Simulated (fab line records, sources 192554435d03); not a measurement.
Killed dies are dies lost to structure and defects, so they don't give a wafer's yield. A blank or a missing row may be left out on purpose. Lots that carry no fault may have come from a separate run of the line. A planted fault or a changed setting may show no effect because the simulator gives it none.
fab line records | flow n5_finfet
record lots=24 | wafers=72 | last_day=19
route steps=1938 shown BEOL_M7@1319 BEOL_M8@1345
lots that met no fault: from a run of the same line without faults
start_h: hours from the record's first day to the start of the lot's first wafer shown | wait_h: hours from the lot's prior step to this one | " same as the row above | L1.1+2: several wafers, shown together as one row | - no value, or no start was given | * or withheld: withheld | < > ~ a bound
route shown NAME@n: names a module that has steps shown in the file, with the first one's number in the route | usual: average and standard deviation across the fault-free wafers | same: alike in all rows | chamber/n: place in a boat | sites: the reading at each site | _std_site: the values' standard deviation | _edge_site: outer sites' mean less inner sites' | radius_mm: for every site, how far away it sits from the centre of the wafer | mask NAME#n: copy n | behind: the most recent tool/chamber to have shaped the wafer | hold: cause of the lot's hold/its duration in hours/its outcome | device: the transistor (n, p or np) that didn't switch | end of line: tests run on the same wafers once the route is complete | a step given without rows: its recipe and nothing more | killed: the dies lost at the first sort to structure and to defects; this is not the yield of the wafer | map: a wafer's dies, marking killed ones x, the rest . and places with no die _
set.NAME: setting as actually run; set.NAME@STEP: the setting as run at that earlier step | model.NAME: the simulator's own value behind a step, which no gauge read
one table for each step of the route and one row for each wafer, over a sample of lots
services: a tool's chamber out of use, with start hour (start_h, from the record's first day; less than 0 if before it), hours out, and reason
## steps
# step N5_BEOL_M7_PRE_CLEAN_45
# recipe gas=H2/He | time_s=30 | temp_c=250
# usual heater_power_w=339/44
lot.wafer | tool           | chamber | start_h | wait_h | heater_power_w
L074.2    | pvd_sputter-01 | -       | 214.78  | 0.0    | 353
L074.4    | "              | -       | "       | "      | 455
L074.5    | "              | -       | "       | "      | 455
L075.1    | pvd_sputter-03 | -       | 219.24  | 0.0    | 295
L075.3    | "              | -       | "       | "      | 360
L075.5    | "              | -       | "       | "      | 312
L076.1    | pvd_sputter-03 | -       | 222.28  | 0.0    | 301
L076.2    | "              | -       | "       | "      | 322
L076.6    | "              | -       | "       | "      | 310
L078.1    | pvd_sputter-03 | -       | 222.66  | 0.0    | 323
L078.2    | "              | -       | "       | "      | 300
L078.6    | "              | -       | "       | "      | 355
L077.2    | pvd_sputter-03 | -       | 229.06  | 0.0    | 356
L077.3    | "              | -       | "       | "      | 314
L077.4    | "              | -       | "       | "      | 305
L081.2    | pvd_sputter-01 | -       | 235.15  | 0.0    | 348
L081.3    | "              | -       | "       | "      | 352
L081.5    | "              | -       | "       | "      | 357
L080.1    | pvd_sputter-03 | -       | 241.49  | 0.0    | 315
L080.2    | "              | -       | "       | "      | 305
L080.6    | "              | -       | "       | "      | 320
L079.3    | pvd_sputter-03 | -       | 242.25  | 0.0    | 354
L079.4    | "              | -       | "       | "      | 311
L079.6    | "              | -       | "       | "      | 316
L083.1    | pvd_sputter-01 | -       | 245.19  | 0.0    | 451
L083.2    | "              | -       | "       | "      | 353
L083.3    | "              | -       | "       | "      | 312
L082.2    | pvd_sputter-01 | -       | 245.41  | 0.0    | 343
L082.5    | "              | -       | "       | "      | 298
L082.6    | "              | -       | "       | "      | 352
L084.1    | pvd_sputter-02 | -       | 263.53  | 0.0    | 282
L084.3    | "              | -       | "       | "      | 347
L084.6    | "              | -       | "       | "      | 406
L085.1    | pvd_sputter-01 | -       | 268.13  | 0.0    | 303
L085.2    | "              | -       | "       | "      | 454
L085.6    | "              | -       | "       | "      | 310
L086.4    | pvd_sputter-01 | -       | 275.17  | 0.0    | 444
L086.5    | "              | -       | "       | "      | 358
L086.6    | "              | -       | "       | "      | 308
L088.2    | pvd_sputter-03 | -       | 280.73  | 0.0    | 327
L088.3    | "              | -       | "       | "      | 364
L088.6    | "              | -       | "       | "      | 323
L089.3    | pvd_sputter-03 | -       | 295.58  | 0.0    | 318
L089.4    | "              | -       | "       | "      | 316
L089.6    | "              | -       | "       | "      | 303
L087.1    | pvd_sputter-02 | -       | 295.80  | 0.0    | 283
L087.3    | "              | -       | "       | "      | 305
L087.5    | "              | -       | "       | "      | 301
L092.1    | pvd_sputter-02 | -       | 296.20  | 0.0    | 303
L092.4    | "              | -       | "       | "      | 411
L092.5    | "              | -       | "       | "      | 404
L091.1    | pvd_sputter-02 | -       | 302.92  | 0.0    | 311
L091.3    | "              | -       | "       | "      | 407
L091.4    | "              | -       | "       | "      | 284
L090.1    | pvd_sputter-01 | -       | 303.36  | 0.0    | 448
L090.4    | "              | -       | "       | "      | 307
L090.6    | "              | -       | "       | "      | 362
L094.2    | pvd_sputter-01 | -       | 309.84  | 0.0    | 447
L094.5    | "              | -       | "       | "      | 357
L094.6    | "              | -       | "       | "      | 305
L093.1    | pvd_sputter-02 | -       | 309.94  | 0.0    | 304
L093.4    | "              | -       | "       | "      | 400
L093.5    | "              | -       | "       | "      | 357
L095.1    | pvd_sputter-02 | -       | 339.37  | 0.0    | 277
L095.3    | "              | -       | "       | "      | 346
L095.4    | "              | -       | "       | "      | 404
L097.1    | pvd_sputter-03 | -       | 349.02  | 0.0    | 324
L097.2    | "              | -       | "       | "      | 318
L097.5    | "              | -       | "       | "      | 316
L096.4    | pvd_sputter-02 | -       | 367.03  | 0.0    | 284
L096.5    | "              | -       | "       | "      | 413
L096.6    | "              | -       | "       | "      | 276
# step N5_BEOL_M7_RS_MEAS_57
# recipe thk_meas_gauge=four-point-probe | reads=Cu_of_BEOL_M7_ECD_50+Co_of_BEOL_M7_CVD_78+TaN_of_BEOL_M7_ALD_77
# usual M7_RS=0.291/0.011
lot.wafer | tool          | chamber | start_h | wait_h | M7_RS[ohm/sq]
L074.2    | film_metro-02 | -       | 216.56  | 0.1    | 0.289
L074.4    | "             | -       | "       | "      | 0.291
L074.5    | "             | -       | "       | "      | 0.309
L075.1    | film_metro-02 | -       | 221.02  | 0.1    | 0.288
L075.3    | "             | -       | "       | "      | 0.274
L075.5    | "             | -       | "       | "      | 0.274
L076.1    | film_metro-01 | -       | 224.25  | 0.1    | 0.288
L076.2    | "             | -       | "       | "      | 0.295
L076.6    | "             | -       | "       | "      | 0.314
L078.1    | film_metro-01 | -       | 224.85  | 0.1    | 0.285
L078.2    | "             | -       | "       | "      | 0.278
L078.6    | "             | -       | "       | "      | 0.288
L077.2    | film_metro-01 | -       | 232.26  | 0.1    | 0.306
L077.3    | "             | -       | "       | "      | 0.297
L077.4    | "             | -       | "       | "      | 0.306
L081.2    | film_metro-01 | -       | 236.84  | 0.1    | 0.280
L081.3    | "             | -       | "       | "      | 0.309
L081.5    | "             | -       | "       | "      | 0.280
L080.1    | film_metro-01 | -       | 242.99  | 0.1    | 0.301
L080.2    | "             | -       | "       | "      | 0.278
L080.6    | "             | -       | "       | "      | 0.293
L079.3    | film_metro-01 | -       | 244.78  | 0.1    | 0.288
L079.4    | "             | -       | "       | "      | 0.290
L079.6    | "             | -       | "       | "      | 0.289
L083.1    | film_metro-02 | -       | 246.99  | 0.1    | 0.271
L083.2    | "             | -       | "       | "      | 0.295
L083.3    | "             | -       | "       | "      | 0.306
L082.2    | film_metro-02 | -       | 247.22  | 0.1    | 0.288
L082.5    | "             | -       | "       | "      | 0.280
L082.6    | "             | -       | "       | "      | 0.290
L084.1    | film_metro-02 | -       | 265.42  | 0.1    | 0.283
L084.3    | "             | -       | "       | "      | 0.284
L084.6    | "             | -       | "       | "      | 0.297
L085.1    | film_metro-02 | -       | 269.89  | 0.1    | 0.283
L085.2    | "             | -       | "       | "      | 0.301
L085.6    | "             | -       | "       | "      | 0.304
L086.4    | film_metro-02 | -       | 280.69  | 0.0    | 0.297
L086.5    | "             | -       | "       | "      | 0.293
L086.6    | "             | -       | "       | "      | 0.286
L088.2    | film_metro-01 | -       | 282.47  | 0.1    | 0.277
L088.3    | "             | -       | "       | "      | 0.278
L088.6    | "             | -       | "       | "      | 0.272
L089.3    | film_metro-01 | -       | 298.71  | 0.1    | 0.285
L089.4    | "             | -       | "       | "      | 0.280
L089.6    | "             | -       | "       | "      | 0.291
L087.1    | film_metro-02 | -       | 298.80  | 0.1    | 0.283
L087.3    | "             | -       | "       | "      | 0.280
L087.5    | "             | -       | "       | "      | 0.284
L092.1    | film_metro-02 | -       | 299.00  | 0.1    | 0.293
L092.4    | "             | -       | "       | "      | 0.286
L092.5    | "             | -       | "       | "      | 0.293
L091.1    | film_metro-02 | -       | 306.43  | 0.1    | 0.308
L091.3    | "             | -       | "       | "      | 0.292
L091.4    | "             | -       | "       | "      | 0.291
L090.1    | film_metro-01 | -       | 306.78  | 0.1    | 0.300
L090.4    | "             | -       | "       | "      | 0.285
L090.6    | "             | -       | "       | "      | 0.283
L094.2    | film_metro-01 | -       | 311.35  | 0.1    | 0.276
L094.5    | "             | -       | "       | "      | 0.285
L094.6    | "             | -       | "       | "      | 0.291
L093.1    | film_metro-01 | -       | 311.53  | 0.1    | 0.300
L093.4    | "             | -       | "       | "      | 0.286
L093.5    | "             | -       | "       | "      | 0.287
L095.1    | film_metro-02 | -       | 341.49  | 0.1    | 0.312
L095.3    | "             | -       | "       | "      | 0.286
L095.4    | "             | -       | "       | "      | 0.311
L097.1    | film_metro-02 | -       | 351.59  | 0.1    | 0.297
L097.2    | "             | -       | "       | "      | 0.276
L097.5    | "             | -       | "       | "      | 0.303
L096.4    | film_metro-02 | -       | 368.87  | 0.0    | 0.287
L096.5    | "             | -       | "       | "      | 0.285
L096.6    | "             | -       | "       | "      | 0.285
# step N5_BEOL_M8_CD_MEAS_11
# recipe target_cd_nm=38.5 | landing_energy_ev=500 | detector=se_inlens | polarity=opening
# usual cd_nm=38.5/0.53
lot.wafer | tool      | chamber | start_h | wait_h | cd_nm
L074.2    | cd_sem-03 | 0       | 218.93  | -      | 38.6
L074.4    | "         | 0       | "       | "      | 38.3
L074.5    | "         | 0       | "       | "      | 38.8
L075.1    | cd_sem-02 | 0       | 222.74  | -      | 39.7
L075.3    | "         | 0       | "       | "      | 38.9
L075.5    | "         | 0       | "       | "      | 39.5
L076.1    | cd_sem-02 | 0       | 226.44  | -      | 39.1
L076.2    | "         | 0       | "       | "      | 38.8
L076.6    | "         | 0       | "       | "      | 38.1
L078.1    | cd_sem-03 | 0       | 227.23  | -      | 37.7
L078.2    | "         | 0       | "       | "      | 38.7
L078.6    | "         | 0       | "       | "      | 38.5
L077.2    | cd_sem-03 | 0       | 235.03  | -      | 38.8
L077.3    | "         | 0       | "       | "      | 38.3
L077.4    | "         | 0       | "       | "      | 38.6
L081.2    | cd_sem-02 | 0       | 238.97  | -      | 38.8
L081.3    | "         | 0       | "       | "      | 38.9
L081.5    | "         | 0       | "       | "      | 38.5
L080.1    | cd_sem-03 | 0       | 244.95  | -      | 38.4
L080.2    | "         | 0       | "       | "      | 39.4
L080.6    | "         | 0       | "       | "      | 38.5
L079.3    | cd_sem-02 | 0       | 247.08  | -      | 38.0
L079.4    | "         | 0       | "       | "      | 37.5
L079.6    | "         | 0       | "       | "      | 37.7
L083.1    | cd_sem-02 | 0       | 249.75  | -      | 39.0
L083.2    | "         | 0       | "       | "      | 38.9
L083.3    | "         | 0       | "       | "      | 38.9
L082.2    | cd_sem-01 | 0       | 249.92  | -      | 38.1
L082.5    | "         | 0       | "       | "      | 37.7
L082.6    | "         | 0       | "       | "      | 38.1
L084.1    | cd_sem-03 | 0       | 267.61  | -      | 38.3
L084.3    | "         | 0       | "       | "      | 38.8
L084.6    | "         | 0       | "       | "      | 38.6
L085.1    | cd_sem-01 | 0       | 272.05  | -      | 37.7
L085.2    | "         | 0       | "       | "      | 38.9
L085.6    | "         | 0       | "       | "      | 39.5
L086.4    | cd_sem-02 | 0       | 282.69  | -      | 38.8
L086.5    | "         | 0       | "       | "      | 38.2
L086.6    | "         | 0       | "       | "      | 38.7
L088.2    | cd_sem-01 | 0       | 284.73  | -      | 37.8
L088.3    | "         | 0       | "       | "      | 37.6
L088.6    | "         | 0       | "       | "      | 38.2
L089.3    | cd_sem-03 | 0       | 301.92  | -      | 39.7
L089.4    | "         | 0       | "       | "      | 39.5
L089.6    | "         | 0       | "       | "      | 39.3
L087.1    | cd_sem-01 | 0       | 302.08  | -      | 38.6
L087.3    | "         | 0       | "       | "      | 38.5
L087.5    | "         | 0       | "       | "      | 38.1
L092.1    | cd_sem-03 | 0       | 302.25  | -      | 39.0
L092.4    | "         | 0       | "       | "      | 39.2
L092.5    | "         | 0       | "       | "      | 39.0
L091.1    | cd_sem-02 | 0       | 309.78  | -      | 38.6
L091.3    | "         | 0       | "       | "      | 38.8
L091.4    | "         | 0       | "       | "      | 37.8
L090.1    | cd_sem-02 | 0       | 309.94  | -      | 39.1
L090.4    | "         | 0       | "       | "      | 38.5
L090.6    | "         | 0       | "       | "      | 39.1
L094.2    | cd_sem-02 | 0       | 313.63  | -      | 38.5
L094.5    | "         | 0       | "       | "      | 38.6
L094.6    | "         | 0       | "       | "      | 39.0
L093.1    | cd_sem-01 | 0       | 314.23  | -      | 38.3
L093.4    | "         | 0       | "       | "      | 38.0
L093.5    | "         | 0       | "       | "      | 38.0
L095.1    | cd_sem-01 | 0       | 343.96  | -      | 39.1
L095.3    | "         | 0       | "       | "      | 38.3
L095.4    | "         | 0       | "       | "      | 39.2
L097.1    | cd_sem-02 | 0       | 353.05  | -      | 38.6
L097.2    | "         | 0       | "       | "      | 39.2
L097.5    | "         | 0       | "       | "      | 37.5
L096.4    | cd_sem-02 | 0       | 373.00  | -      | 39.0
L096.5    | "         | 0       | "       | "      | 38.3
L096.6    | "         | 0       | "       | "      | 38.3
# step N5_BEOL_M8_CURE_75
# recipe temp_c=370 | time_s=120 | ambient=DMADMS/He | material=SiCOH_lowk
# usual lamp_power_pct=52.32/0.052 | wafer_temp_C_max=372.2/0.57
lot.wafer | tool       | chamber | start_h | wait_h | lamp_power_pct | wafer_temp_C_max
L074.2    | uv_cure-03 | 2       | 221.34  | 0.1    | 52.38          | 372.9
L074.4    | "          | 2       | "       | "      | 52.32          | 372.4
L074.5    | "          | 2       | "       | "      | 52.36          | 372.7
L075.1    | uv_cure-02 | 2       | 225.95  | 0.3    | 52.26          | 372.6
L075.3    | "          | 2       | "       | "      | 52.36          | 372.6
L075.5    | "          | 2       | "       | "      | 52.34          | 372.0
L076.1    | uv_cure-03 | 2       | 228.43  | 0.0    | 52.33          | 372.8
L076.2    | "          | 2       | "       | "      | 52.25          | 372.2
L076.6    | "          | 2       | "       | "      | 52.27          | 372.7
L078.1    | uv_cure-02 | 1       | 231.68  | 0.0    | 52.29          | 372.0
L078.2    | "          | 1       | "       | "      | 52.26          | 372.5
L078.6    | "          | 1       | "       | "      | 52.28          | 372.2
L077.2    | uv_cure-01 | 1       | 237.92  | 0.1    | 52.30          | 372.2
L077.3    | "          | 1       | "       | "      | 52.32          | 372.3
L077.4    | "          | 1       | "       | "      | 52.32          | 372.6
L081.2    | uv_cure-01 | 1       | 242.23  | 0.1    | 52.45          | 372.0
L081.3    | "          | 1       | "       | "      | 52.40          | 372.5
L081.5    | "          | 1       | "       | "      | 52.40          | 372.2
L080.1    | uv_cure-01 | 0       | 247.59  | 0.3    | 52.34          | 372.6
L080.2    | "          | 0       | "       | "      | 52.33          | 373.0
L080.6    | "          | 0       | "       | "      | 52.27          | 373.0
L079.3    | uv_cure-01 | 0       | 249.48  | 0.4    | 52.42          | 372.8
L079.4    | "          | 0       | "       | "      | 52.35          | 373.0
L079.6    | "          | 0       | "       | "      | 52.37          | 373.6
L083.1    | uv_cure-01 | 2       | 252.62  | 0.0    | 52.26          | 371.7
L083.2    | "          | 2       | "       | "      | 52.31          | 371.7
L083.3    | "          | 2       | "       | "      | 52.36          | 371.2
L082.2    | uv_cure-01 | 2       | 253.01  | 0.1    | 52.35          | 371.4
L082.5    | "          | 2       | "       | "      | 52.24          | 370.9
L082.6    | "          | 2       | "       | "      | 52.37          | 371.3
L084.1    | uv_cure-01 | 1       | 269.44  | 0.0    | 52.34          | 372.0
L084.3    | "          | 1       | "       | "      | 52.29          | 372.3
L084.6    | "          | 1       | "       | "      | 52.27          | 372.1
L085.1    | uv_cure-03 | 0       | 273.66  | 0.0    | 52.30          | 372.3
L085.2    | "          | 0       | "       | "      | 52.23          | 371.7
L085.6    | "          | 0       | "       | "      | 52.33          | 371.7
L086.4    | uv_cure-02 | 1       | 285.15  | 0.2    | 52.34          | 371.8
L086.5    | "          | 1       | "       | "      | 52.34          | 371.5
L086.6    | "          | 1       | "       | "      | 52.32          | 372.2
L088.2    | uv_cure-02 | 1       | 288.31  | 0.1    | 52.30          | 372.4
L088.3    | "          | 1       | "       | "      | 52.30          | 372.0
L088.6    | "          | 1       | "       | "      | 52.30          | 371.3
L089.3    | uv_cure-02 | 2       | 305.91  | 0.1    | 52.30          | 372.2
L089.4    | "          | 2       | "       | "      | 52.33          | 372.2
L089.6    | "          | 2       | "       | "      | 52.36          | 373.1
L092.1    | uv_cure-01 | 1       | 306.22  | 0.0    | 52.38          | 373.2
L092.4    | "          | 1       | "       | "      | 52.39          | 373.1
L092.5    | "          | 1       | "       | "      | 52.32          | 372.5
L087.1    | uv_cure-02 | 2       | 306.34  | 0.0    | 52.33          | 371.5
L087.3    | "          | 2       | "       | "      | 52.33          | 371.9
L087.5    | "          | 2       | "       | "      | 52.31          | 372.7
L091.1    | uv_cure-01 | 2       | 314.67  | 0.0    | 52.33          | 371.6
L091.3    | "          | 2       | "       | "      | 52.38          | 371.7
L091.4    | "          | 2       | "       | "      | 52.26          | 371.8
L090.1    | uv_cure-02 | 0       | 315.17  | 0.0    | 52.34          | 372.4
L090.4    | "          | 0       | "       | "      | 52.45          | 372.5
L090.6    | "          | 0       | "       | "      | 52.29          | 371.2
L094.2    | uv_cure-01 | 2       | 315.55  | 0.1    | 52.33          | 371.3
L094.5    | "          | 2       | "       | "      | 52.27          | 371.0
L094.6    | "          | 2       | "       | "      | 52.16          | 371.6
L093.1    | uv_cure-01 | 1       | 316.49  | 0.0    | 52.37          | 372.6
L093.4    | "          | 1       | "       | "      | 52.37          | 372.6
L093.5    | "          | 1       | "       | "      | 52.33          | 372.0
L095.1    | uv_cure-02 | 0       | 348.71  | 0.0    | 52.30          | 371.3
L095.3    | "          | 0       | "       | "      | 52.31          | 371.5
L095.4    | "          | 0       | "       | "      | 52.45          | 372.1
L097.1    | uv_cure-01 | 0       | 354.78  | 0.0    | 52.31          | 372.0
L097.2    | "          | 0       | "       | "      | 52.24          | 373.0
L097.5    | "          | 0       | "       | "      | 52.23          | 372.7
L096.4    | uv_cure-02 | 1       | 375.75  | 0.2    | 52.34          | 372.0
L096.5    | "          | 1       | "       | "      | 52.24          | 371.8
L096.6    | "          | 1       | "       | "      | 52.34          | 371.8
# step N5_BEOL_M8_DEGAS_44
# recipe ambient=vacuum | temp_c=250 | time_s=60
# usual heater_power_w=337/43
lot.wafer | tool           | chamber | start_h | wait_h | heater_power_w
L074.2    | pvd_sputter-03 | -       | 222.16  | 0.7    | 314
L074.4    | "              | -       | "       | "      | 356
L074.5    | "              | -       | "       | "      | 312
L075.1    | pvd_sputter-01 | -       | 226.34  | 0.3    | 359
L075.3    | "              | -       | "       | "      | 448
L075.5    | "              | -       | "       | "      | 456
L076.1    | pvd_sputter-03 | -       | 229.10  | 0.6    | 351
L076.2    | "              | -       | "       | "      | 301
L076.6    | "              | -       | "       | "      | 318
L078.1    | pvd_sputter-03 | -       | 232.22  | 0.5    | 315
L078.2    | "              | -       | "       | "      | 307
L078.6    | "              | -       | "       | "      | 326
L077.2    | pvd_sputter-03 | -       | 238.28  | 0.3    | 308
L077.3    | "              | -       | "       | "      | 366
L077.4    | "              | -       | "       | "      | 320
L081.2    | pvd_sputter-01 | -       | 242.50  | 0.2    | 352
L081.3    | "              | -       | "       | "      | 301
L081.5    | "              | -       | "       | "      | 355
L080.1    | pvd_sputter-02 | -       | 248.80  | 1.2    | 303
L080.2    | "              | -       | "       | "      | 399
L080.6    | "              | -       | "       | "      | 283
L079.3    | pvd_sputter-03 | -       | 249.70  | 0.2    | 313
L079.4    | "              | -       | "       | "      | 298
L079.6    | "              | -       | "       | "      | 313
L083.1    | pvd_sputter-03 | -       | 253.03  | 0.4    | 303
L083.2    | "              | -       | "       | "      | 359
L083.3    | "              | -       | "       | "      | 317
L082.2    | pvd_sputter-01 | -       | 253.28  | 0.2    | 347
L082.5    | "              | -       | "       | "      | 302
L082.6    | "              | -       | "       | "      | 352
L084.1    | pvd_sputter-03 | -       | 271.25  | 1.7    | 316
L084.3    | "              | -       | "       | "      | 320
L084.6    | "              | -       | "       | "      | 320
L085.1    | pvd_sputter-03 | -       | 274.25  | 0.5    | 327
L085.2    | "              | -       | "       | "      | 319
L085.6    | "              | -       | "       | "      | 316
L086.4    | pvd_sputter-02 | -       | 285.61  | 0.4    | 367
L086.5    | "              | -       | "       | "      | 300
L086.6    | "              | -       | "       | "      | 283
L088.2    | pvd_sputter-03 | -       | 289.39  | 1.0    | 318
L088.3    | "              | -       | "       | "      | 314
L088.6    | "              | -       | "       | "      | 357
L089.3    | pvd_sputter-01 | -       | 306.34  | 0.4    | 454
L089.4    | "              | -       | "       | "      | 351
L089.6    | "              | -       | "       | "      | 309
L092.1    | pvd_sputter-01 | -       | 306.54  | 0.3    | 342
L092.4    | "              | -       | "       | "      | 456
L092.5    | "              | -       | "       | "      | 450
L087.1    | pvd_sputter-01 | -       | 306.70  | 0.3    | 310
L087.3    | "              | -       | "       | "      | 338
L087.5    | "              | -       | "       | "      | 359
L091.1    | pvd_sputter-02 | -       | 315.46  | 0.7    | 284
L091.3    | "              | -       | "       | "      | 310
L091.4    | "              | -       | "       | "      | 359
L090.1    | pvd_sputter-01 | -       | 315.53  | 0.3    | 315
L090.4    | "              | -       | "       | "      | 338
L090.6    | "              | -       | "       | "      | 352
L094.2    | pvd_sputter-02 | -       | 316.06  | 0.5    | 300
L094.5    | "              | -       | "       | "      | 405
L094.6    | "              | -       | "       | "      | 356
L093.1    | pvd_sputter-02 | -       | 317.36  | 0.8    | 310
L093.4    | "              | -       | "       | "      | 280
L093.5    | "              | -       | "       | "      | 280
L095.1    | pvd_sputter-03 | -       | 349.22  | 0.5    | 315
L095.3    | "              | -       | "       | "      | 308
L095.4    | "              | -       | "       | "      | 320
L097.1    | pvd_sputter-03 | -       | 355.22  | 0.4    | 306
L097.2    | "              | -       | "       | "      | 311
L097.5    | "              | -       | "       | "      | 321
L096.4    | pvd_sputter-01 | -       | 375.95  | 0.1    | 458
L096.5    | "              | -       | "       | "      | 449
L096.6    | "              | -       | "       | "      | 303
# step N5_BEOL_M8_RS_MEAS_57
# recipe thk_meas_gauge=four-point-probe | reads=Cu_of_BEOL_M8_ECD_50+Co_of_BEOL_M8_CVD_78+TaN_of_BEOL_M8_ALD_77
# usual M8_RS=0.291/0.012
lot.wafer | tool          | chamber | start_h | wait_h | M8_RS[ohm/sq]
L074.2    | film_metro-02 | -       | 223.94  | 0.1    | 0.287
L074.4    | "             | -       | "       | "      | 0.295
L074.5    | "             | -       | "       | "      | 0.270
L075.1    | film_metro-02 | -       | 228.71  | 0.1    | 0.286
L075.3    | "             | -       | "       | "      | 0.302
L075.5    | "             | -       | "       | "      | 0.275
L076.1    | film_metro-02 | -       | 232.66  | 0.1    | 0.290
L076.2    | "             | -       | "       | "      | 0.299
L076.6    | "             | -       | "       | "      | 0.289
L078.1    | film_metro-02 | -       | 235.84  | 0.1    | 0.315
L078.2    | "             | -       | "       | "      | 0.299
L078.6    | "             | -       | "       | "      | 0.297
L077.2    | film_metro-02 | -       | 239.83  | 0.1    | 0.291
L077.3    | "             | -       | "       | "      | 0.290
L077.4    | "             | -       | "       | "      | 0.283
L081.2    | film_metro-02 | -       | 245.20  | 0.1    | 0.282
L081.3    | "             | -       | "       | "      | 0.278
L081.5    | "             | -       | "       | "      | 0.274
L080.1    | film_metro-02 | -       | 250.34  | 0.1    | 0.288
L080.2    | "             | -       | "       | "      | 0.308
L080.6    | "             | -       | "       | "      | 0.285
L079.3    | film_metro-02 | -       | 253.09  | 0.1    | 0.279
L079.4    | "             | -       | "       | "      | 0.307
L079.6    | "             | -       | "       | "      | 0.296
L083.1    | film_metro-01 | -       | 254.61  | 0.1    | 0.291
L083.2    | "             | -       | "       | "      | 0.290
L083.3    | "             | -       | "       | "      | 0.303
L082.2    | film_metro-02 | -       | 256.64  | 0.1    | 0.284
L082.5    | "             | -       | "       | "      | 0.277
L082.6    | "             | -       | "       | "      | 0.312
L084.1    | film_metro-02 | -       | 272.82  | 0.1    | 0.289
L084.3    | "             | -       | "       | "      | 0.289
L084.6    | "             | -       | "       | "      | 0.281
L085.1    | film_metro-02 | -       | 276.05  | 0.1    | 0.307
L085.2    | "             | -       | "       | "      | 0.285
L085.6    | "             | -       | "       | "      | 0.303
L086.4    | film_metro-01 | -       | 287.22  | 0.1    | 0.294
L086.5    | "             | -       | "       | "      | 0.281
L086.6    | "             | -       | "       | "      | 0.292
L088.2    | film_metro-01 | -       | 291.01  | 0.1    | 0.284
L088.3    | "             | -       | "       | "      | 0.265
L088.6    | "             | -       | "       | "      | 0.298
L089.3    | film_metro-01 | -       | 308.19  | 0.1    | 0.290
L089.4    | "             | -       | "       | "      | 0.294
L089.6    | "             | -       | "       | "      | 0.291
L092.1    | film_metro-02 | -       | 308.46  | 0.1    | 0.293
L092.4    | "             | -       | "       | "      | 0.310
L092.5    | "             | -       | "       | "      | 0.299
L087.1    | film_metro-02 | -       | 308.91  | 0.1    | 0.271
L087.3    | "             | -       | "       | "      | 0.295
L087.5    | "             | -       | "       | "      | 0.296
L091.1    | film_metro-01 | -       | 317.17  | 0.1    | 0.276
L091.3    | "             | -       | "       | "      | 0.288
L091.4    | "             | -       | "       | "      | 0.310
L090.1    | film_metro-01 | -       | 317.38  | 0.1    | 0.307
L090.4    | "             | -       | "       | "      | 0.297
L090.6    | "             | -       | "       | "      | 0.270
L094.2    | film_metro-02 | -       | 318.03  | 0.1    | 0.293
L094.5    | "             | -       | "       | "      | 0.296
L094.6    | "             | -       | "       | "      | 0.307
L093.1    | film_metro-02 | -       | 320.52  | 0.1    | 0.295
L093.4    | "             | -       | "       | "      | 0.261
L093.5    | "             | -       | "       | "      | 0.305
L095.1    | film_metro-02 | -       | 352.87  | 0.1    | 0.295
L095.3    | "             | -       | "       | "      | 0.281
L095.4    | "             | -       | "       | "      | 0.285
L097.1    | film_metro-02 | -       | 358.84  | 0.1    | 0.292
L097.2    | "             | -       | "       | "      | 0.287
L097.5    | "             | -       | "       | "      | 0.301
L096.4    | film_metro-01 | -       | 377.66  | 0.0    | 0.275
L096.5    | "             | -       | "       | "      | 0.279
L096.6    | "             | -       | "       | "      | 0.267
## services
tool           | chamber | start_h | hours | kind
uv_cure-03     | -       | 211.45  | 2.8   | pm
uv_cure-01     | -       | 219.74  | 6.0   | pm
uv_cure-03     | -       | 246.66  | 0.9   | repair
uv_cure-02     | -       | 252.05  | 1.0   | pm
uv_cure-02     | -       | 263.66  | 7.5   | pm
uv_cure-01     | -       | 283.32  | 4.6   | repair
uv_cure-03     | -       | 284.76  | 1.0   | pm
pvd_sputter-01 | -       | 354.49  | 2.5   | repair
uv_cure-03     | -       | 369.84  | 4.3   | pm
## key
fault none
